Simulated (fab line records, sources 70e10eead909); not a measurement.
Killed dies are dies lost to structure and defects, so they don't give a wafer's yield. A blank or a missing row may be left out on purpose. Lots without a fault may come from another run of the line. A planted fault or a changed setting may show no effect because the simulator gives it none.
A struck lot beside a sound one | flow nand_harc | 21 steps out of a route of 1159
Sound: wafers L130.1, L130.3, L130.5. Struck: wafers L137.3, L137.4. The cause comes at the end.
At each step with rows: each side's tool, then ch and its chambers, then its first start. Under that, the readings that differ: sound wafers | struck wafers | difference of the means | sigmas: that difference in standard deviations of wafers without a fault.
alike: readings whose means differ by less than 2 such deviations, and words and numbers that are the same on both sides. not compared: withheld readings, readings that some wafer has no value for, bounds like >300 that may hide the same value, and numbers for which the record gives no deviation and whose values overlap.
The two part at a step that has a row with sigmas, a row that says differs or no value, or rows on one side only. Numbers that don't overlap but have no deviation are shown without sigmas and don't part them. A reading that every wafer of one side lacks parts them only if that side has two wafers or more.

NHARC_A_CONTACT_CMP_20: polishes, t overpolish 30 s, target thk 300 nm.
  sound on cmp-01 ch 0,1,2, day 17 18:36; struck on cmp-04 ch 0,2, day 19 14:13
  alike: motor_current_A, overpolish_run_s, slurry_flow_ml_min, time_to_endpoint_s
  not compared: pad_life_wafers
then, 1 step without rows for these wafers: NHARC_A_CONTACT_SRD_22.
NHARC_A_CONTACT_INSPECT_23:
  sound on defect_inspect-02, day 17 19:00; struck on defect_inspect-02, day 19 14:36
  alike: raw_defect_count
then, 8 steps without rows for these wafers: NHARC_A_BLC_DEHYDRATE_00 (time 120 s); NHARC_A_BLC_HMDS_01 (time 30 s); NHARC_A_BLC_COAT_02 (time 75 s); NHARC_A_BLC_COAT_03 (time 65 s); NHARC_A_BLC_COAT_04 (resist thk 90 nm); NHARC_A_BLC_SOFTBAKE_05 (time 55 s); NHARC_A_BLC_EBR_06; NHARC_A_BLC_EXPOSE_07 (exposes mask A BLC, target cd 100 nm).
NHARC_A_BLC_PEB_08: peb time 65 s.
  sound on litho_track-04 ch 0, day 17 19:26; struck on litho_track-04 ch 0, day 19 15:02
  alike: heater_power_total_W, plate_temp_C
then, 1 step without rows for these wafers: NHARC_A_BLC_DEVELOP_09 (develop time 35 s).
NHARC_A_BLC_CD_MEAS_10: target cd 100 nm.
  sound on cd_sem-02 ch 0, day 17 19:30; struck on cd_sem-03 ch 0, day 19 15:07
  reading    | sound           | struck      | difference | sigmas
  cd_nm (nm) | 99.8 100.4 99.7 | 105.2 105.6 | +5.4       | +12
NHARC_A_BLC_OVL_MEAS_11:
  sound on overlay-02, day 17 19:36; struck on overlay-01, day 19 15:12
  alike: overlay_x_nm, overlay_y_nm
NHARC_A_BLC_INSPECT_12:
  sound on defect_inspect-02, day 17 19:38; struck on defect_inspect-02, day 19 15:14
  alike: raw_defect_count
NHARC_A_BLC_DESCUM_15: chemistry O2, time 3 s.
  sound on rie_diel-03 ch 1,2,3, day 17 19:42; struck on rie_diel-12 ch 1,2, day 19 15:18
  reading                | sound             | struck    | difference | sigmas
  model.A_BLC.cd_nm (nm) | 99.51 100.2 100.1 | 105 104.8 | +5         |
  alike: drypump_motor_current_A, oes_product_au, rf_vpp_V, showerhead_plenum_p_Torr, throttle_valve_pct
  not compared: rf_hours_counter_h
NHARC_A_BLC_ETCH_16: etches the open film in CF4, target depth 39 nm, time 65 s.
  sound on rie_diel-03 ch 1,2,3, day 17 19:47; struck on rie_diel-12 ch 2,3, day 19 15:24
  alike: bias_w, drypump_motor_current_A, oes_product_au, rf_vpp_V, showerhead_plenum_p_Torr, throttle_valve_pct
  not compared: rf_hours_counter_h
NHARC_A_BLC_ETCH_17: etches the open film in N2/H2, target depth 390 nm, time 609.38 s.
  sound on rie_diel-03 ch 2,3; struck on rie_diel-12 ch 0,3
  alike: bias_w, drypump_motor_current_A, h2_flow_sccm, oes_product_au, rf_vpp_V, showerhead_plenum_p_Torr, throttle_valve_pct
  not compared: rf_hours_counter_h
NHARC_A_BLC_ETCH_18: etches the open film in C4F8/O2/Ar, target depth 910 nm.
  sound on rie_diel-03 ch 0,1,3; struck on rie_diel-12 ch 0,3
  reading                | sound             | struck      | difference | sigmas
  model.A_BLC.cd_nm (nm) | 99.07 99.53 99.83 | 104.1 104.9 | +5.0       |
  alike: bias_w, oes_product_au, rf_vpp_V
  not compared: rf_hours_counter_h
NHARC_A_BLC_CD_MEAS_19:
  sound on cd_sem-02, day 17 20:41; struck on cd_sem-01, day 19 16:17
  reading    | sound          | struck      | difference | sigmas
  cd_nm (nm) | 99.4 99.4 99.2 | 104.3 104.9 | +5.3       | +4

WHERE THEY PART
First at NHARC_A_BLC_CD_MEAS_10; last, within this record, at NHARC_A_BLC_CD_MEAS_19.

WHY: what the simulator had put in
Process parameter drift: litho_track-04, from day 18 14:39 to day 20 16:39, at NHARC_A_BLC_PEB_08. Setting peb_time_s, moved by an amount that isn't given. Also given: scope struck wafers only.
